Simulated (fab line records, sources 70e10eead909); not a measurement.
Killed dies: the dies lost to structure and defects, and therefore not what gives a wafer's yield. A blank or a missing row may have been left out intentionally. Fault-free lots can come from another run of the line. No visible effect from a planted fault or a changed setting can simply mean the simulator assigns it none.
Commonality check across tools || flow nand-harc || Sample size 13 lots and 39 wafers

WHAT PROMPTED THE OPENING
On 2 of the 13 lots, a flag is raised at NHARC_END_SORT_01 on the reading killed-at-periphery. No-fault wafers: 3.8, standard deviation 2.8.
Rule: a lot gets a flag if all its wafers with a number sit over 4 standard deviations from that mean, or if no wafer of it has a number. As for the other lots, they are considered sound.

{"lot": "L595", "measured": "day 23 19:10", "on": "prober-01", "killed-at-periphery, wafer by wafer": "4 2 3", "flag": ""}
{"lot": "L598", "measured": "day 24 23:22", "on": "prober-01", "killed-at-periphery, wafer by wafer": "10 6 12", "flag": ""}
{"lot": "L599", "measured": "day 25 16:16", "on": "prober-01", "killed-at-periphery, wafer by wafer": "4 3 1", "flag": ""}
{"lot": "L603", "measured": "day 27 09:13", "on": "prober-01", "killed-at-periphery, wafer by wafer": "3 2 0", "flag": ""}
{"lot": "L601", "measured": "day 27 17:07", "on": "prober-01", "killed-at-periphery, wafer by wafer": "4 5 3", "flag": ""}
{"lot": "L606", "measured": "day 28 14:54", "on": "prober-02", "killed-at-periphery, wafer by wafer": "3 6 10", "flag": ""}
{"lot": "L605", "measured": "day 29 11:46", "on": "prober-02", "killed-at-periphery, wafer by wafer": "5 3 5", "flag": ""}
{"lot": "L607", "measured": "day 29 21:49", "on": "prober-01", "killed-at-periphery, wafer by wafer": "1 2 5", "flag": ""}
{"lot": "L610", "measured": "day 30 09:19", "on": "prober-02", "killed-at-periphery, wafer by wafer": "4 6 0", "flag": ""}
{"lot": "L609", "measured": "day 30 23:10", "on": "prober-02", "killed-at-periphery, wafer by wafer": "9 1 2", "flag": ""}
{"lot": "L613", "measured": "day 32 15:43", "on": "prober-01", "killed-at-periphery, wafer by wafer": "629 617 631", "flag": "FLAGGED"}
{"lot": "L616", "measured": "day 32 23:50", "on": "prober-02", "killed-at-periphery, wafer by wafer": "641 637 631", "flag": "FLAGGED"}
{"lot": "L617", "measured": "day 33 13:15", "on": "prober-02", "killed-at-periphery, wafer by wafer": "5 4 2", "flag": ""}
The numbers of the flagged lots are 631.0 on average: +627.2 against the usual, or +99 or more standard deviations.

WHICH TOOL RAN EACH LOT
Before the reading, the record contains 3 process steps out of a 1302-step route. Read each cell as the tool, then ch plus the chambers that the sampled wafers visited, then the start.
{"lot": "L595", "flag": "", "NHARC_P_CONTACT_CMP_01": "cmp-01 ch 0,1,3, day 5 15:35", "NHARC_P_CONTACT_ETCH_18": "rie-diel-13 ch 0,1,3, day 5 18:29 or earlier", "NHARC_P_CONTACT_ALD_22": "ald-metal-02 ch 1,2,3, day 5 18:29"}
{"lot": "L598", "flag": "", "NHARC_P_CONTACT_CMP_01": "cmp-01 ch 0,1,2, day 7 02:32", "NHARC_P_CONTACT_ETCH_18": "rie-diel-13 ch 1,2, day 7 05:20 or earlier", "NHARC_P_CONTACT_ALD_22": "ald-metal-03 ch 1,2,3, day 7 05:20"}
{"lot": "L599", "flag": "", "NHARC_P_CONTACT_CMP_01": "cmp-03 ch 0,1,3, day 7 11:07", "NHARC_P_CONTACT_ETCH_18": "rie-diel-03 ch 0,2,3, day 7 13:50 or earlier", "NHARC_P_CONTACT_ALD_22": "ald-metal-04 ch 1,3, day 7 13:50"}
{"lot": "L603", "flag": "", "NHARC_P_CONTACT_CMP_01": "cmp-04 ch 1,2, day 9 05:41", "NHARC_P_CONTACT_ETCH_18": "rie-diel-02 ch 0,1, day 9 08:32 or earlier", "NHARC_P_CONTACT_ALD_22": "ald-metal-02 ch 1,3, day 9 08:32"}
{"lot": "L601", "flag": "", "NHARC_P_CONTACT_CMP_01": "cmp-04 ch 1,2,3, day 8 12:01", "NHARC_P_CONTACT_ETCH_18": "rie-diel-13 ch 1,2,3, day 8 14:42 or earlier", "NHARC_P_CONTACT_ALD_22": "ald-metal-03 ch 0,1,2, day 8 14:42"}
{"lot": "L606", "flag": "", "NHARC_P_CONTACT_CMP_01": "cmp-04 ch 1,2,3, day 10 10:53", "NHARC_P_CONTACT_ETCH_18": "rie-diel-03 ch 0,1,3, day 10 13:44 or earlier", "NHARC_P_CONTACT_ALD_22": "ald-metal-02 ch 0,1,2, day 10 13:44"}
{"lot": "L605", "flag": "", "NHARC_P_CONTACT_CMP_01": "cmp-03 ch 0,3, day 10 11:16", "NHARC_P_CONTACT_ETCH_18": "rie-diel-13 ch 2,3, day 10 14:07 or earlier", "NHARC_P_CONTACT_ALD_22": "ald-metal-04 ch 0,1, day 10 14:07"}
{"lot": "L607", "flag": "", "NHARC_P_CONTACT_CMP_01": "cmp-01 ch 1,2, day 10 21:41", "NHARC_P_CONTACT_ETCH_18": "rie-diel-02 ch 0,1, day 11 00:29 or earlier", "NHARC_P_CONTACT_ALD_22": "ald-metal-04 ch 1,2, day 11 00:29"}
{"lot": "L610", "flag": "", "NHARC_P_CONTACT_CMP_01": "cmp-03 ch 1,2,3, day 12 07:04", "NHARC_P_CONTACT_ETCH_18": "rie-diel-03 ch 0,1,3, day 12 09:52 or earlier", "NHARC_P_CONTACT_ALD_22": "ald-metal-03 ch 2,3, day 12 09:52"}
{"lot": "L609", "flag": "", "NHARC_P_CONTACT_CMP_01": "cmp-03 ch 0,2,3, day 11 18:55", "NHARC_P_CONTACT_ETCH_18": "rie-diel-02 ch 1,2,3, day 11 21:38 or earlier", "NHARC_P_CONTACT_ALD_22": "ald-metal-03 ch 0,1,3, day 11 21:38"}
{"lot": "L613", "flag": "FLAGGED", "NHARC_P_CONTACT_CMP_01": "cmp-03 ch 0,1,2, day 13 12:16", "NHARC_P_CONTACT_ETCH_18": "rie-diel-02 ch 1,2,3, day 13 15:07 or earlier", "NHARC_P_CONTACT_ALD_22": "ald-metal-03 ch 1,2,3, day 13 15:07"}
{"lot": "L616", "flag": "FLAGGED", "NHARC_P_CONTACT_CMP_01": "cmp-03 ch 1,2,3, day 14 11:42", "NHARC_P_CONTACT_ETCH_18": "rie-diel-02 ch 0,1, day 14 14:25 or earlier", "NHARC_P_CONTACT_ALD_22": "ald-metal-03 ch 0,1,3, day 14 14:25"}
{"lot": "L617", "flag": "", "NHARC_P_CONTACT_CMP_01": "cmp-04 ch 0,1,2, day 15 03:32", "NHARC_P_CONTACT_ETCH_18": "rie-diel-13 ch 0,2,3, day 15 06:14 or earlier", "NHARC_P_CONTACT_ALD_22": "ald-metal-02 ch 0,2, day 15 06:14"}
What these steps do:
- NHARC_P_CONTACT_CMP_01: polishes SiO2, target thk 200 nm.
- NHARC_P_CONTACT_ETCH_18: etches the open film in C4F8/O2/Ar, target depth 481 nm, time 240.5 s.
- NHARC_P_CONTACT_ALD_22: deposits TiN, target thk 3 nm, pulse time 1 s, ald cycles 150.
- NHARC_END_SORT_01

FLAGGED OVER TOTAL, TOOL BY TOOL (the gauges that took the reading come last)
{"step": "NHARC_P_CONTACT_CMP_01", "tool": "cmp-01", "lots run": 3, "flagged": 0, "share of the flagged lots": "none", "sound lots run after its first flagged lot": "-"}
{"step": "NHARC_P_CONTACT_CMP_01", "tool": "cmp-03", "lots run": 6, "flagged": 2, "share of the flagged lots": "all", "sound lots run after its first flagged lot": 0}
{"step": "NHARC_P_CONTACT_CMP_01", "tool": "cmp-04", "lots run": 4, "flagged": 0, "share of the flagged lots": "none", "sound lots run after its first flagged lot": "-"}
{"step": "NHARC_P_CONTACT_ETCH_18", "tool": "rie-diel-02", "lots run": 5, "flagged": 2, "share of the flagged lots": "all", "sound lots run after its first flagged lot": 0}
{"step": "NHARC_P_CONTACT_ETCH_18", "tool": "rie-diel-03", "lots run": 3, "flagged": 0, "share of the flagged lots": "none", "sound lots run after its first flagged lot": "-"}
{"step": "NHARC_P_CONTACT_ETCH_18", "tool": "rie-diel-13", "lots run": 5, "flagged": 0, "share of the flagged lots": "none", "sound lots run after its first flagged lot": "-"}
{"step": "NHARC_P_CONTACT_ALD_22", "tool": "ald-metal-02", "lots run": 4, "flagged": 0, "share of the flagged lots": "none", "sound lots run after its first flagged lot": "-"}
{"step": "NHARC_P_CONTACT_ALD_22", "tool": "ald-metal-03", "lots run": 6, "flagged": 2, "share of the flagged lots": "all", "sound lots run after its first flagged lot": 0}
{"step": "NHARC_P_CONTACT_ALD_22", "tool": "ald-metal-04", "lots run": 3, "flagged": 0, "share of the flagged lots": "none", "sound lots run after its first flagged lot": "-"}
{"step": "NHARC_END_SORT_01", "tool": "prober-01", "lots run": 7, "flagged": 1, "share of the flagged lots": "some", "sound lots run after its first flagged lot": 0}
{"step": "NHARC_END_SORT_01", "tool": "prober-02", "lots run": 6, "flagged": 1, "share of the flagged lots": "some", "sound lots run after its first flagged lot": "1 (L617)"}
NHARC_P_CONTACT_ETCH_18: start missing for some lots; hours and lot order therefore follow NHARC_P_CONTACT_ALD_22.

WHAT THE TABLE PERMITS
All flagged lots were run by 3 table rows, namely cmp-03 at NHARC_P_CONTACT_CMP_01, rie-diel-02 at NHARC_P_CONTACT_ETCH_18, ald-metal-03 at NHARC_P_CONTACT_ALD_22.
- cmp-03 at NHARC_P_CONTACT_CMP_01: 2 of its 6 lots flagged. Its last sound lot is L610 (day 12 07:04), its first flagged lot L613 (day 13 12:16): a fault that began between those two fits.
- rie-diel-02 at NHARC_P_CONTACT_ETCH_18: 2 of its 5 lots flagged. Its last sound lot is L609 (day 11 21:38), its first flagged lot L613 (day 13 15:07): a fault that began between those two fits.
- ald-metal-03 at NHARC_P_CONTACT_ALD_22: 2 of its 6 lots flagged. Its last sound lot is L610 (day 12 09:52), its first flagged lot L613 (day 13 15:07): a fault that began between those two fits.
These 3 tools cannot be told apart by counting lots, since each of them fits a fault that started at some hour. More lots, or a look at what each step does to the wafer, might.

WHAT THE SIMULATOR HAD INSERTED
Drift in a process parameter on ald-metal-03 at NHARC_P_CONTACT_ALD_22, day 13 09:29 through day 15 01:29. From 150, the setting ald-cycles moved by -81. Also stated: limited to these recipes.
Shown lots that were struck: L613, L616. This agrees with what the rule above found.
